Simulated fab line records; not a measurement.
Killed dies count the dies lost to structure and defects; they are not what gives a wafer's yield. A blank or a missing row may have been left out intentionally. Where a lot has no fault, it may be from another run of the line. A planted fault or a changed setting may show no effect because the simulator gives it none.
Split-lot trial / flow n5 finfet / 21 wafers read across 7 lots, on a route 1938 steps long

## SPLIT DETAILS
At N5_PASSIVATION_ETCH_54 (etches SiO2 in CHF3/O2, target depth 880 nm, time 440 s), the setting bias w was moved away from the recipe's 170 W on 8 of the 21 wafers read, by -10.6% to +13.9%. The other wafers ran this setting at the recipe's value.

Reading taken at the split's own step.

## THE READING
rf vpp V, in V, at N5_PASSIVATION_ETCH_54 (etches SiO2 in CHF3/O2, target depth 880 nm, time 440 s). On this fab line, fault-free wafers typically give 524 V with a standard deviation of 7.6 V.

wafer=L074.3; tool, chamber at the split=rie diel-02, 2; bias w as run, W=170; against the recipe=recipe; rf vpp V, V=512; against lot-mates on the recipe=-
wafer=L074.4; tool, chamber at the split=rie diel-02, 0; bias w as run, W=170; against the recipe=recipe; rf vpp V, V=520; against lot-mates on the recipe=-
wafer=L074.6; tool, chamber at the split=rie diel-02, 0; bias w as run, W=151.9; against the recipe=-10.6%; rf vpp V, V=476; against lot-mates on the recipe=-40
wafer=L075.1; tool, chamber at the split=rie diel-04, 3; bias w as run, W=193.7; against the recipe=+13.9%; rf vpp V, V=584; against lot-mates on the recipe=+62
wafer=L075.2; tool, chamber at the split=rie diel-04, 1; bias w as run, W=193.7; against the recipe=+13.9%; rf vpp V, V=573; against lot-mates on the recipe=+51
wafer=L075.3; tool, chamber at the split=rie diel-04, 2; bias w as run, W=170; against the recipe=recipe; rf vpp V, V=522; against lot-mates on the recipe=-
wafer=L077.2; tool, chamber at the split=rie diel-01, 3; bias w as run, W=186.6; against the recipe=+9.8%; rf vpp V, V=573; against lot-mates on the recipe=+35
wafer=L077.3; tool, chamber at the split=rie diel-01, 2; bias w as run, W=170; against the recipe=recipe; rf vpp V, V=538; against lot-mates on the recipe=-
wafer=L077.5; tool, chamber at the split=rie diel-01, 0; bias w as run, W=186.6; against the recipe=+9.8%; rf vpp V, V=558; against lot-mates on the recipe=+20
wafer=L078.2; tool, chamber at the split=rie diel-01, 0; bias w as run, W=170; against the recipe=recipe; rf vpp V, V=518; against lot-mates on the recipe=-
wafer=L078.5; tool, chamber at the split=rie diel-01, 3; bias w as run, W=179.4; against the recipe=+5.5%; rf vpp V, V=557; against lot-mates on the recipe=+39
wafer=L078.6; tool, chamber at the split=rie diel-01, 0; bias w as run, W=170; against the recipe=recipe; rf vpp V, V=518; against lot-mates on the recipe=-
wafer=L087.1; tool, chamber at the split=rie diel-04, 0; bias w as run, W=170; against the recipe=recipe; rf vpp V, V=516; against lot-mates on the recipe=-
wafer=L087.3; tool, chamber at the split=rie diel-04, 2; bias w as run, W=170; against the recipe=recipe; rf vpp V, V=520; against lot-mates on the recipe=-
wafer=L087.4; tool, chamber at the split=rie diel-04, 1; bias w as run, W=170; against the recipe=recipe; rf vpp V, V=515; against lot-mates on the recipe=-
wafer=L092.3; tool, chamber at the split=rie diel-01, 3; bias w as run, W=170; against the recipe=recipe; rf vpp V, V=531; against lot-mates on the recipe=-
wafer=L092.4; tool, chamber at the split=rie diel-01, 0; bias w as run, W=190.2; against the recipe=+11.9%; rf vpp V, V=577; against lot-mates on the recipe=+46
wafer=L092.6; tool, chamber at the split=rie diel-01, 1; bias w as run, W=190.2; against the recipe=+11.9%; rf vpp V, V=575; against lot-mates on the recipe=+44
wafer=L097.1; tool, chamber at the split=rie diel-04, 1; bias w as run, W=170; against the recipe=recipe; rf vpp V, V=515; against lot-mates on the recipe=-
wafer=L097.4; tool, chamber at the split=rie diel-04, 1; bias w as run, W=170; against the recipe=recipe; rf vpp V, V=515; against lot-mates on the recipe=-
wafer=L097.5; tool, chamber at the split=rie diel-04, 2; bias w as run, W=170; against the recipe=recipe; rf vpp V, V=519; against lot-mates on the recipe=-

FIT RESULTS
A straight line over all 21 wafers: rf vpp V changes by +4.44 V for each +1% of bias w; r = +0.97; the points scatter about the line by 7.2 V.
The same after taking each lot's own level away (the mean of its wafers on the recipe; 21 wafers): +3.78 V for each +1%; r = +0.97; scatter 6.3 V.
The reading moves by 53 V for the largest change in bias w, on that fit.
The lots' own levels span 516.0 to 538.0 V, that is 2.9 times the standard deviation above.
So the lot-to-lot level changes the slope: the two fits differ.
Check: with one of the wafers moved furthest among these (+13.9%) left out of the fit, the line predicts +50.9 V for it against its lot-mates. It came out at +62 V against them.
Tool readings at the split's step, against how far the setting was moved: rf vpp V r = +0.97.

## ADDITIONAL SPLITS CARRIED BY THESE WAFERS
Other splits were also applied to these wafers ahead of the reading. Each is held against what the fit with the lots' levels taken away leaves over:
other split on the same wafers=N5_BEOL_M15_ETCH_61 bias w; wafers away from the commonest value=10; r with rf vpp V (lot level and that fit taken away)=+0.14
other split on the same wafers=N5_BEOL_M15_SPUTTER_44 power w; wafers away from the commonest value=10; r with rf vpp V (lot level and that fit taken away)=+0.24

## THE FILE'S OWN FIT
rf vpp V changes by +3.9 V for each +1% of bias w, r = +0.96.
